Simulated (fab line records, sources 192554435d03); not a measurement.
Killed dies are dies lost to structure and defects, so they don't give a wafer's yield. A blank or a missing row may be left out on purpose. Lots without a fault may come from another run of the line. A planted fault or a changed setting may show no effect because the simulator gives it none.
fab line records | flow n5_finfet
record lots=3 wafers=9 last_day=12
route steps=1938 shown BEOL_M4@1099 BEOL_M5@1112 BEOL_M11@1596 PASSIVATION@1936
lots that met no fault: from a run of the same line without faults
start_h: hours from the record's first day to the start of the lot's first wafer shown | wait_h: hours since the lot's step before | " the same as in the row above | L1.1+2: a row that stands for several wafers | - no value, or no start given | * or withheld: withheld | < > ~ a bound
route shown NAME@n: a module of which the file shows steps, and the number in the route of the first | usual: mean/standard deviation of fault-free wafers | same: alike in all rows | chamber/n: place in a boat | sites: the reading at each site | _std_site: their standard deviation | _edge_site: outer sites' mean less inner sites' | radius_mm: how far each site lies from the wafer's centre | mask NAME#n: copy n | behind: the tool/chamber that last shaped the wafer | hold: why the lot was held/for how many hours/how that ended | device: the transistor (n, p or np) that didn't switch | end of line: the same wafers' tests at the end of the route | a step without rows: its recipe alone | killed: dies lost to structure and defects at the first sort, not the wafer's yield | map: a wafer's dies, x killed, . not, _ none there
set.NAME: the setting as run; set.NAME@STEP: as run at that earlier step | model.NAME: the simulator's own value behind a step, which no gauge read
lots at some steps of the route; a table a step, a row a wafer
services: from which hour (start_h, from the record's first day; less than 0 if before it) a tool's chamber was out of use, for how many hours, and why
## steps
# step N5_BEOL_M4_ANNEAL_95
# recipe temp_c=400 time_s=240 ambient=vacuum
# step N5_BEOL_M4_SPUTTER_96
# recipe material=Cu target_thk_a=45 temp_c=-20 chamber_pressure_pa=0.07 power_w=withheld time_s=8.29
# step N5_BEOL_M4_ECD_50
# recipe material=Cu target_thk_a=3000
# step N5_BEOL_M4_ANNEAL_51
# recipe temp_c=225 time_s=90 ambient=N2
# step N5_BEOL_M4_CMP_52
# recipe stop_on=SiOC t_overpolish_s=6.8 down_force_psi=1 platen_rpm=50 clearing_platen_down_force_psi=1.5 clearing_platen_rpm=50 post_cmp_clean=cu_alkaline target_thk_nm=40 clearing_platen_pad_velocity_m_s=0.99484 pad_velocity_m_s=0.99484
# step N5_BEOL_M4_PRE_CLEAN_60
# recipe gas=NH3/H2 time_s=15 temp_c=* rf_power_w=300
# step N5_BEOL_M4_CO_CAP_55
# recipe material=Co target_thk_a=20 temp_c=200 precursor=CCTBA/H2 pressure_torr=30 time_s=102.1
# step N5_BEOL_M4_PRE_CLEAN_56
# recipe gas=NH3 time_s=15 temp_c=withheld rf_power_w=300
# step N5_BEOL_M4_DEP_57
# recipe material=SiCN target_thk_a=80 temp_c=withheld precursor=3MS/NH3 pressure_torr=3 rf_w=202 time_s=14
# step N5_BEOL_M4_RC_MEAS_101
# usual DIBL_N=36.5/1.4 DIBL_P=36.6/1.9 IOFF_N=0.167/0.029 IOFF_P=0.21/0.033 ION_N=674/12 ION_P=460/8.9 SS_N=71.6/0.57 SS_P=73.4/0.61 VT_N=249/3.3 VT_P=-250/3.3
# columns lot.wafer tool chamber start_h wait_h DIBL_N[mV/V] DIBL_P[mV/V] IOFF_N[nA/um] IOFF_P[nA/um] ION_N[uA/um] ION_P[uA/um] SS_N[mV/dec] SS_P[mV/dec] VT_N[mV] VT_P[mV]
L806.4 prober-02 0 181.71 0.5 35.8 35.8 0.140 0.21 670 461 71.5 73.5 254 -252
L806.5 " 0 " " 36.9 38.3 0.173 0.25 686 469 71.6 73.7 247 -249
L806.6 " 0 " " 36.0 36.5 0.156 0.22 675 463 71.0 73.2 251 -249
L807.2 prober-02 0 195.42 0.2 35.0 33.0 0.131 0.19 672 462 71.1 72.6 252 -250
L807.3 " 0 " " 36.2 33.4 0.149 0.20 666 459 71.5 72.4 252 -249
L807.4 " 0 " " 37.0 34.7 0.172 0.22 667 463 71.5 72.8 244 -248
L808.1 prober-01 0 195.80 0.0 33.3 32.2 0.110 0.16 649 460 69.8 72.3 254 -251
L808.2 " 0 " " 35.8 34.8 0.144 0.21 661 459 71.8 73.1 253 -249
L808.4 " 0 " " 37.9 37.2 0.194 0.23 666 456 71.6 73.8 245 -248
# step N5_BEOL_M5_ILD_DEP_00
# recipe material=SiCOH_lowk target_thk_a=1406.4 temp_c=300 precursor=DEMS/porogen pressure_torr=5 rf_w=500 time_s=25.9
# step N5_BEOL_M5_CURE_79
# recipe temp_c=385 time_s=240 ambient=He/Ar material=SiCOH_lowk
# step N5_BEOL_M5_PECVD_70
# recipe material=SiO2 target_thk_a=160 temp_c=400 precursor=TEOS/O2 pressure_torr=5.5 rf_w=450 teos_flow_sccm=53.8 gas=O2 flow_sccm=3000 time_s=18
# step N5_BEOL_M5_HM_DEP_02
# recipe material=TiN target_thk_a=200 temp_c=25 chamber_pressure_pa=0.49996
# step N5_BEOL_M5_COAT_59
# recipe resist=SOC temp_c=250 time_s=60 spin_rpm=1500 resist_thk_nm=60
# step N5_BEOL_M5_COAT_60
# recipe resist=SiARC temp_c=220 time_s=60 spin_rpm=1500 resist_thk_nm=12
# step N5_BEOL_M5_COAT_71
# recipe resist=underlayer temp_c=205 time_s=60 spin_rpm=1500 resist_thk_nm=5
# step N5_BEOL_M5_COAT_05
# recipe resist=CAR-EUV spin_rpm=1500 resist_thk_nm=30
# step N5_BEOL_M5_EBR_07
# recipe solvent=PGMEA ebr_width_mm=1.5
# step N5_BEOL_M5_SOFTBAKE_06
# recipe temp_c=110 time_s=60 resist=CAR-EUV
# step N5_BEOL_M5_EXPOSE_08
# recipe mask_id=M5 na=0.33 source_shape=annular sigma_inner=0.4 sigma_outer=0.8 polarization=unpolarized target_cd_nm=28 dose_mj=35.75
# step N5_BEOL_M5_PEB_09
# recipe peb_temp_c=100 peb_time_s=60 resist=CAR-EUV
# step N5_BEOL_M5_DEVELOP_10
# recipe develop_time_s=30 developer=TMAH resist=CAR-EUV rinse_liquid=surfactant_rinse dry=air_spin dev_temp_c=23
# step N5_BEOL_M5_DESCUM_16
# recipe chemistry=O2 time_s=7 source_power_w=50 bias_power_w=20 pressure_mtorr=20 rf_frequency_hz=2.712e+07 temp_c=40 resist=CAR-EUV o2_flow_sccm=225
# step N5_BEOL_M5_ETCH_72
# recipe chemistry=N2/H2 target=underlayer target_depth_a=65 mask_material=CAR-EUV time_s=5.2 ion_energy_ev=200 pressure_mtorr=30 source_w=840 bias_w=150 n2_flow_sccm=200 h2_flow_sccm=200 ends=cleared
# step N5_BEOL_M5_ETCH_61
# recipe chemistry=CF4 target=SiARC target_depth_a=156 mask_material=CAR-EUV time_s=26 ion_energy_ev=80 pressure_mtorr=40 source_w=545 bias_w=36 Ar_flow_sccm=100 cf4_flow_sccm=100 ends=cleared
# step N5_BEOL_M5_ETCH_62
# recipe chemistry=N2/H2 target=SOC target_depth_a=750 overetch_a=150 mask_material=SiARC temp_c=40 time_s=112.5 ion_energy_ev=200 pressure_mtorr=30 source_w=840 bias_w=150 n2_flow_sccm=200 h2_flow_sccm=200
# step N5_BEOL_M5_STRIP_63
# recipe chemistry=N2/H2 temp_c=40 n2_flow_sccm=200 h2_flow_sccm=200 rf_frequency_hz=6e+07
# step N5_BEOL_M5_STRIP_73
# recipe chemistry=N2/H2 temp_c=40 n2_flow_sccm=200 h2_flow_sccm=200 rf_frequency_hz=6e+07
# step N5_BEOL_M5_STRIP_64
# recipe chemistry=CF4 resist=SiARC power_w=300 bias_power_w=75 pressure_mtorr=50 cf4_flow_sccm=150 rf_frequency_hz=6e+07
# step N5_BEOL_M5_HM_OPEN_17
# recipe chemistry=Cl2/BCl3 target_depth_a=200 overetch_a=60 target=TiN mask_material=SOC ion_energy_ev=150 pressure_mtorr=10 icp_w=1000 bias_w=126 Cl2_flow_sccm=53.25 bcl3_flow_sccm=21.75 Ar_flow_sccm=25
# step N5_BEOL_M5_STRIP_19
# recipe chemistry=O2 power_w=400 temp_c=40 pressure_mtorr=30 rf_frequency_hz=6e+07 bias_power_w=0 overash_fraction=0.2 o2_flow_sccm=225
# step N5_BEOL_M5_COAT_65
# recipe resist=SOC temp_c=250 time_s=60 spin_rpm=1500 resist_thk_nm=60
# step N5_BEOL_M5_COAT_66
# recipe resist=SiARC temp_c=220 time_s=60 spin_rpm=1500 resist_thk_nm=12
# step N5_BEOL_M11_CMP_52
# recipe stop_on=SiCOH_lowk t_overpolish_s=7 down_force_psi=1 platen_rpm=50 clearing_platen_down_force_psi=1.5 clearing_platen_rpm=50 post_cmp_clean=cu_alkaline target_thk_nm=140 clearing_platen_pad_velocity_m_s=0.99484 pad_velocity_m_s=0.99484
# usual barrier_field_endpoint_s=28.4/0.79 clearing_platen_rpm=49.998/0.028 motor_current_A=6.0/0.5 overpolish_run_s=7.002/0.009 time_to_endpoint_s=66/3.8
# columns lot.wafer tool chamber start_h wait_h barrier_field_endpoint_s clearing_platen_rpm motor_current_A overpolish_run_s time_to_endpoint_s
L806.4 cmp-03 3 238.79 0.2 30.1 50.018 6.4 6.988 68
L806.6 " 1 " " 28.0 49.985 6.6 7.010 65
L806.5 " 2 " " 28.8 50.010 5.9 7.002 63
L808.1 cmp-03 1 250.62 0.3 27.3 50.006 6.1 7.002 64
L808.4 " 2 " " 27.0 49.957 5.9 7.014 61
L808.2 " 3 " " 46.9 50.044 6.2 0.050 86
L807.3 cmp-01 1 251.46 0.2 28.9 49.984 5.4 6.999 70
L807.4 " 2 " " 28.4 49.973 5.6 6.987 68
L807.2 " 0 " " 27.4 49.960 5.5 7.009 64
# step N5_BEOL_M11_THK_MEAS_53
# recipe thk_meas_gauge=xrf reads=Cu_of_BEOL_M11_ECD_50
# usual M11_THK=138/3.3
# columns lot.wafer tool chamber start_h wait_h M11_THK[nm]
L806.4 film_metro-01 - 239.01 - 143
L806.5 " - " " 140
L806.6 " - " " 136
L808.1 film_metro-02 - 250.91 - 135
L808.2 " - " " 246
L808.4 " - " " 135
L807.2 film_metro-02 - 251.76 - 145
L807.3 " - " " 145
L807.4 " - " " 143
# step N5_BEOL_M11_INSPECT_58
# recipe inspect_instrument=darkfield mode=post_dep
# usual raw_defect_count=71/23
# columns lot.wafer tool chamber start_h wait_h raw_defect_count
L806.4 defect_inspect-02 - 239.17 0.0 73
L806.5 " - " " 93
L806.6 " - " " 71
L808.1 defect_inspect-01 - 251.10 0.0 65
L808.2 " - " " 1095
L808.4 " - " " 75
L807.2 defect_inspect-02 - 251.91 0.0 87
L807.3 " - " " 95
L807.4 " - " " 76
# step N5_PASSIVATION_PROBE_49
# usual defect_limited_yield=91.2/1.6 killed_at_M0_to_M3=34/11 killed_at_M4_up=14/5.7 killed_at_contacts=14/6.6 killed_at_front_end=37/10 killed_at_other=4/3.2 killed_dies=104/19 killed_on_rim=14/4.1 killed_open=69/13 killed_short=33/8.7 sort_bin_5_function=5.1/1 sort_bin_6_memory=3.3/0.76 sort_n_pass=1076/19 sort_yield_pct=91.2/1.6
# same gross_dies=1180 killed_at_back_side=0 sort_bin_4_leakage[%]=0 sort_bin_8_speed[%]=0
# columns lot.wafer tool chamber start_h wait_h defect_limited_yield[%] killed_at_M0_to_M3 killed_at_M4_up killed_at_contacts killed_at_front_end killed_at_other killed_dies killed_on_rim killed_open killed_short sort_bin_5_function[%] sort_bin_6_memory[%] sort_n_pass sort_yield_pct[%]
L808.1 prober-01 - 284.58 0.0 88.2 52 32 13 36 6 139 16 95 43 6.4 5.3 1041 88.2
L808.2 prober-01 - 284.63 0.1 0 67 1060 14 33 6 1180 152 86 47 6.6 4.2 0 0
L808.4 prober-01 - 284.73 0.2 89.7 57 12 6 42 4 121 18 71 50 6.1 3.9 1059 89.7
# killed by level:class
L808.1 BEOL_M4:geometric_particle:open=19 BEOL_M3:geometric_particle:open=13 BEOL_M0_SAQP:geometric_particle:short=10 BEOL_M0_SAQP:geometric_particle:open=9 MOL_CONTACT_COAG:geometric_particle:open=8 GATE_CUT:geometric_particle:short=7 FIN_SAQP:geometric_particle:open=5 FIN_SAQP:geometric_particle:short=5
L808.2 BEOL_M11:area_cmp=1047 BEOL_M0_SAQP:geometric_particle:open=14 BEOL_M2:geometric_particle:open=14 MOL_CONTACT_COAG:geometric_particle:open=11 BEOL_M1:geometric_particle:open=11 BEOL_M0_SAQP:geometric_particle:short=10 GATE_CUT:geometric_particle:short=7 BEOL_M2:geometric_particle:short=7
L808.4 BEOL_M0_SAQP:geometric_particle:short=18 BEOL_M0_SAQP:geometric_particle:open=17 FIN_SAQP:geometric_particle:open=11 FIN_SAQP:geometric_particle:short=7 BEOL_M1:geometric_particle:open=7 MOL_CONTACT_COAG:geometric_particle:open=6 ILD0:geometric_particle:short=5 BEOL_M0:geometric_particle:open=5
# map L808.2 (x killed, . not)
_________________xxxxxxxxxxxx________________
______________xxxxxxxxxxxxxxxxxx_____________
___________xxxxxxxxxxxxxxxxxxxxxxxx__________
__________xxxxxxxxxxxxxxxxxxxxxxxxxx_________
________xxxxxxxxxxxxxxxxxxxxxxxxxxxxxx_______
_______xxxxxxxxxxxxxxxxxxxxxxxxxxxxxxxx______
______xxxxxxxxxxxxxxxxxxxxxxxxxxxxxxxxxx_____
_____xxxxxxxxxxxxxxxxxxxxxxxxxxxxxxxxxxxx____
____xxxxxxxxxxxxxxxxxxxxxxxxxxxxxxxxxxxxxx___
___xxxxxxxxxxxxxxxxxxxxxxxxxxxxxxxxxxxxxxxx__
___xxxxxxxxxxxxxxxxxxxxxxxxxxxxxxxxxxxxxxxx__
__xxxxxxxxxxxxxxxxxxxxxxxxxxxxxxxxxxxxxxxxxx_
__xxxxxxxxxxxxxxxxxxxxxxxxxxxxxxxxxxxxxxxxxx_
_xxxxxxxxxxxxxxxxxxxxxxxxxxxxxxxxxxxxxxxxxxxx
_xxxxxxxxxxxxxxxxxxxxxxxxxxxxxxxxxxxxxxxxxxxx
_xxxxxxxxxxxxxxxxxxxxxxxxxxxxxxxxxxxxxxxxxxxx
_xxxxxxxxxxxxxxxxxxxxxxxxxxxxxxxxxxxxxxxxxxxx
_xxxxxxxxxxxxxxxxxxxxxxxxxxxxxxxxxxxxxxxxxxxx
_xxxxxxxxxxxxxxxxxxxxxxxxxxxxxxxxxxxxxxxxxxxx
_xxxxxxxxxxxxxxxxxxxxxxxxxxxxxxxxxxxxxxxxxxxx
_xxxxxxxxxxxxxxxxxxxxxxxxxxxxxxxxxxxxxxxxxxxx
__xxxxxxxxxxxxxxxxxxxxxxxxxxxxxxxxxxxxxxxxxx_
__xxxxxxxxxxxxxxxxxxxxxxxxxxxxxxxxxxxxxxxxxx_
___xxxxxxxxxxxxxxxxxxxxxxxxxxxxxxxxxxxxxxxx__
___xxxxxxxxxxxxxxxxxxxxxxxxxxxxxxxxxxxxxxxx__
____xxxxxxxxxxxxxxxxxxxxxxxxxxxxxxxxxxxxxx___
_____xxxxxxxxxxxxxxxxxxxxxxxxxxxxxxxxxxxx____
______xxxxxxxxxxxxxxxxxxxxxxxxxxxxxxxxxx_____
_______xxxxxxxxxxxxxxxxxxxxxxxxxxxxxxxx______
________xxxxxxxxxxxxxxxxxxxxxxxxxxxxxx_______
__________xxxxxxxxxxxxxxxxxxxxxxxxxx_________
___________xxxxxxxxxxxxxxxxxxxxxxxx__________
______________xxxxxxxxxxxxxxxxxx_____________
_________________xxxxxxxxxxxx________________
# map L806.5 (x killed, . not)
_________________..x......x..________________
______________.................._____________
___________.....x................x.__________
__________...x................x....x_________
________......x.....x.......x........._______
_______................................______
______........................x........._____
_____x............................x......____
____....x.......xxx....x...........x......___
___.......x......x.................x.......__
___.xx...................................x.__
__...xx..............x.........x...x........_
__...x...............................x......_
_.................x.....x..........x.x..x.x.x
_............x...........x....x......x.......
_..........x.xx........x........x............
_.......................................x....
_...x.....xx................x...........x.x..
_.x.............................x............
_.xx......x......x....x......x...............
_..........x...........................x.x.x.
__..x.....................x................._
__...x....x...................x..x........x._
___.......................x.........x......__
___.......x...........x....................__
____..........x...................x.......___
_____....x.....x........x................____
______...........................x......_____
_______....................x...........______
________.............x.x...........x.._______
__________x..x....x..x............x._________
___________.......x..x.............__________
______________.....x............_____________
_________________.....x....x.________________
## services
# columns tool chamber start_h hours kind
cmp-03 - 220.94 0.8 repair
cmp-03 - 233.89 0.3 repair
## key
first_sign step=N5_BEOL_M11_CMP_52 reading=overpolish_run_s direction=down sigmas=99+ usual=7.002 struck=0.050
effect step=N5_BEOL_M11_CMP_52 reading=barrier_field_endpoint_s direction=up sigmas=23 usual=28.4 struck=46.9
effect step=N5_BEOL_M11_THK_MEAS_53 reading=M11_THK direction=up sigmas=33 usual=138 struck=246
effect step=N5_BEOL_M11_INSPECT_58 reading=raw_defect_count direction=up sigmas=45 usual=71 struck=1095
effect step=N5_PASSIVATION_PROBE_49 reading=killed_at_M4_up direction=up sigmas=99+ usual=14 struck=1060
more_kills_born_at N5_BEOL_M11_CMP_52@cmp-03=1047
met_at N5_BEOL_M11_CMP_52
struck_wafers L808.2
later_rows_left_out L808.2
onset_between 238.79 250.62
fault kind=process_parameter_drift tool=cmp-03 chamber=- onset_h=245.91 steps=N5_BEOL_M11_CMP_52 channel=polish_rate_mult offset=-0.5 shape=step end_h=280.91 scope=struck_wafers_only
# later_rows_left_out: the simulator's readings of these wafers behind a module that went badly wrong aren't trusted and aren't shown, but for the sort
